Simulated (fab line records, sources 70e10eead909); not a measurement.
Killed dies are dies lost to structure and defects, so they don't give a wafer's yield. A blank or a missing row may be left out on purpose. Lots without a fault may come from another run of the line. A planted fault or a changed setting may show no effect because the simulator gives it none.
Which tool did it? | flow nand_harc | 24 lots, 72 wafers sampled, at 3 steps of a route of 1302

WHAT THE GAUGES READ, wafer by wafer
NHARC_P_M0_THK_MEAS_24: measures by xrf.
lot  | measured     | on            | thk_nm (nm)
L074 | day 6 08:07  | film_metro-02 | 117.8 116.6 114.0
L075 | day 6 12:56  | film_metro-01 | 116.7 115.8 117.0
L076 | day 7 07:14  | film_metro-02 | 116.8 118.7 115.5
L077 | day 7 16:27  | film_metro-01 | 116.0 116.3 116.5
L078 | day 7 19:43  | film_metro-01 | 117.0 118.1 116.4
L079 | day 8 14:49  | film_metro-02 | 116.3 118.2 116.5
L080 | day 9 01:18  | film_metro-02 | 120.1 117.0 115.3
L081 | day 9 08:41  | film_metro-01 | 117.7 119.0 119.4
L082 | day 9 15:23  | film_metro-01 | 118.4 117.4 117.0
L083 | day 10 05:04 | film_metro-02 | 119.9 119.6 119.1
L084 | day 10 14:10 | film_metro-01 | 115.6 116.7 116.4
L085 | day 11 02:51 | film_metro-02 | 118.5 116.5 118.9
L086 | day 11 03:55 | film_metro-02 | 117.8 116.7 119.3
L087 | day 12 01:46 | film_metro-02 | 119.1 118.6 119.5
L088 | day 12 02:31 | film_metro-01 | 117.6 116.7 115.6
L089 | day 12 16:22 | film_metro-02 | 113.8 120.0 116.9
L090 | day 12 16:23 | film_metro-01 | 119.3 120.0 116.4
L091 | day 13 08:56 | film_metro-02 | 116.9 115.9 116.3
L092 | day 13 19:41 | film_metro-01 | 116.2 116.3 116.5
L093 | day 13 21:02 | film_metro-01 | 117.0 115.3 114.6
L094 | day 14 10:04 | film_metro-01 | 116.1 118.1 118.2
L095 | day 14 15:50 | film_metro-02 | 118.0 115.2 117.3
L096 | day 15 08:35 | film_metro-02 | 115.1 115.6 118.4
L097 | day 15 16:54 | film_metro-02 | 118.9 119.6 117.3

NHARC_P_M1_CD_MEAS_16.
lot  | measured     | on        | cd_nm (nm)
L074 | day 6 10:02  | cd_sem-03 | 127.8 128.9 129.0
L075 | day 6 15:05  | cd_sem-02 | 130.3 130.2 130.0
L076 | day 7 09:17  | cd_sem-03 | 129.2 129.6 130.4
L077 | day 7 18:21  | cd_sem-01 | 130.1 130.2 129.6
L078 | day 7 21:38  | cd_sem-02 | 129.7 129.9 129.9
L079 | day 8 16:51  | cd_sem-01 | 130.6 129.4 129.9
L080 | day 9 03:53  | cd_sem-01 | 131.6 131.2 130.1
L081 | day 9 10:44  | cd_sem-02 | 128.8 129.8 130.2
L082 | day 9 17:19  | cd_sem-02 | 129.9 130.3 130.3
L083 | day 10 07:07 | cd_sem-02 | 130.6 131.4 130.0
L084 | day 10 16:05 | cd_sem-01 | 130.3 129.7 129.8
L085 | day 11 04:55 | cd_sem-02 | 129.7 129.5 129.0
L086 | day 11 05:58 | cd_sem-03 | 128.9 128.4 128.3
L087 | day 12 03:41 | cd_sem-03 | 130.5 129.4 130.2
L088 | day 12 04:33 | cd_sem-01 | 130.0 129.8 129.7
L089 | day 12 18:33 | cd_sem-02 | 129.7 129.3 129.9
L090 | day 12 18:42 | cd_sem-01 | 129.9 130.0 130.5
L091 | day 13 11:25 | cd_sem-03 | 129.8 128.0 129.0
L092 | day 13 21:37 | cd_sem-02 | 129.9 129.2 129.1
L093 | day 13 23:04 | cd_sem-01 | 129.5 130.6 129.9
L094 | day 14 12:32 | cd_sem-03 | 129.4 130.2 129.9
L095 | day 14 17:52 | cd_sem-01 | 129.7 129.1 129.2
L096 | day 15 10:44 | cd_sem-02 | 129.3 128.9 129.4
L097 | day 15 18:56 | cd_sem-02 | 128.9 129.9 129.3

WHICH TOOL RAN EACH LOT (tool, then ch and the chambers of the sampled wafers, then the start)
lot  | NHARC_P_M1_ETCH_15
L074 | rie_diel-09 ch 0,2,3, day 6 10:02 or earlier
L075 | rie_diel-02 ch 0,2, day 6 15:05 or earlier
L076 | rie_diel-09 ch 1,2, day 7 09:17 or earlier
L077 | rie_diel-09 ch 0,1,3, day 7 18:21 or earlier
L078 | rie_diel-09 ch 2,3, day 7 21:38 or earlier
L079 | rie_diel-09 ch 1,2,3, day 8 16:51 or earlier
L080 | rie_diel-09 ch 0,1,3, day 9 03:53 or earlier
L081 | rie_diel-09 ch 0,2, day 9 10:44 or earlier
L082 | rie_diel-09 ch 0,3, day 9 17:19 or earlier
L083 | rie_diel-09 ch 0,1,2, day 10 07:07 or earlier
L084 | rie_diel-09 ch 1,2, day 10 16:05 or earlier
L085 | rie_diel-02 ch 0,1,3, day 11 04:55 or earlier
L086 | rie_diel-09 ch 0,1,3, day 11 05:58 or earlier
L087 | rie_diel-02 ch 0,2,3, day 12 03:41 or earlier
L088 | rie_diel-02 ch 0,2,3, day 12 04:33 or earlier
L089 | rie_diel-02 ch 0,2,3, day 12 18:33 or earlier
L090 | rie_diel-09 ch 0,2,3, day 12 18:42 or earlier
L091 | rie_diel-09 ch 0,2,3, day 13 11:25 or earlier
L092 | rie_diel-09 ch 0,1,2, day 13 21:37 or earlier
L093 | rie_diel-09 ch 0,1,2, day 13 23:04 or earlier
L094 | rie_diel-08 ch 1,2,3, day 14 12:32 or earlier
L095 | rie_diel-09 ch 0,1,3, day 14 17:52 or earlier
L096 | rie_diel-02 ch 1,2, day 15 10:44 or earlier
L097 | rie_diel-09 ch 0,3, day 15 18:56 or earlier
- NHARC_P_M1_ETCH_15: etches the open film in C4F8/Ar, target depth 182.5 nm, time 91.2 s.

WHAT THE TOOLS THEMSELVES READ (means of the sampled wafers that have a number; where no wafer has one, the mark that the record gives instead)
NHARC_P_M1_ETCH_15.
lot  | tool        | oes_product_au (a.u.) | rf_fwd_power_W (W) | rf_vpp_V (V)
L074 | rie_diel-09 | 0.920                 | 595.5              | 442.7
L075 | rie_diel-02 | 0.976                 | 597.6              | 437.7
L076 | rie_diel-09 | 0.980                 | 595.4              | 439.6
L077 | rie_diel-09 | 0.974                 | 595.8              | 441.0
L078 | rie_diel-09 | 0.971                 | 600.5              | 442.2
L079 | rie_diel-09 | 0.968                 | 595.1              | 439.4
L080 | rie_diel-09 | 0.951                 | 595.1              | 441.3
L081 | rie_diel-09 | 0.931                 | 595.4              | 442.4
L082 | rie_diel-09 | 0.962                 | 596.7              | 442.2
L083 | rie_diel-09 | 0.976                 | 593.8              | 441.6
L084 | rie_diel-09 | 0.971                 | 596.2              | 439.5
L085 | rie_diel-02 | 0.971                 | 594.6              | 441.4
L086 | rie_diel-09 | 0.974                 | 595.1              | 440.1
L087 | rie_diel-02 | 0.967                 | 596.7              | 439.3
L088 | rie_diel-02 | 0.970                 | 595.4              | 439.2
L089 | rie_diel-02 | 0.965                 | 595.6              | 439.3
L090 | rie_diel-09 | 0.964                 | 595.8              | 443.1
L091 | rie_diel-09 | 0.926                 | 594.7              | 442.5
L092 | rie_diel-09 | 0.970                 | 594.8              | 441.7
L093 | rie_diel-09 | 0.972                 | 594.3              | 441.3
L094 | rie_diel-08 | 0.943                 | 595.6              | 437.6
L095 | rie_diel-09 | 0.969                 | 595.5              | 441.2
L096 | rie_diel-02 | 0.974                 | 595.8              | 440.6
L097 | rie_diel-09 | 0.930                 | 599.6              | 442.1

THE ANSWER, worked out from the rows above alone
Rule: what is usual is taken from the lots themselves. Put in order of their means at a reading, lots are off if they are a third of the lots or fewer, leave a main group of 4 or more, and stand apart from it by a gap of 3 or more times the standard deviation of the main group's means; of several such gaps the widest counts. A main group whose means are all the same, to the digits that the tables above print for the reading, isn't used. A lot without any number at a reading at which 4 lots or more have one is off too. The other lots that the step has rows for count as sound. The gauges are gone through in route order, then the tools' own readings, and for those a lot's mean is taken as printed above. The first step at which some lot is off is used, and at that step the reading that is off furthest; a lot without a number counts as furthest.
No lot is off at any reading shown: from this, nothing can be told.

WHAT THE SIMULATOR HAD PUT IN
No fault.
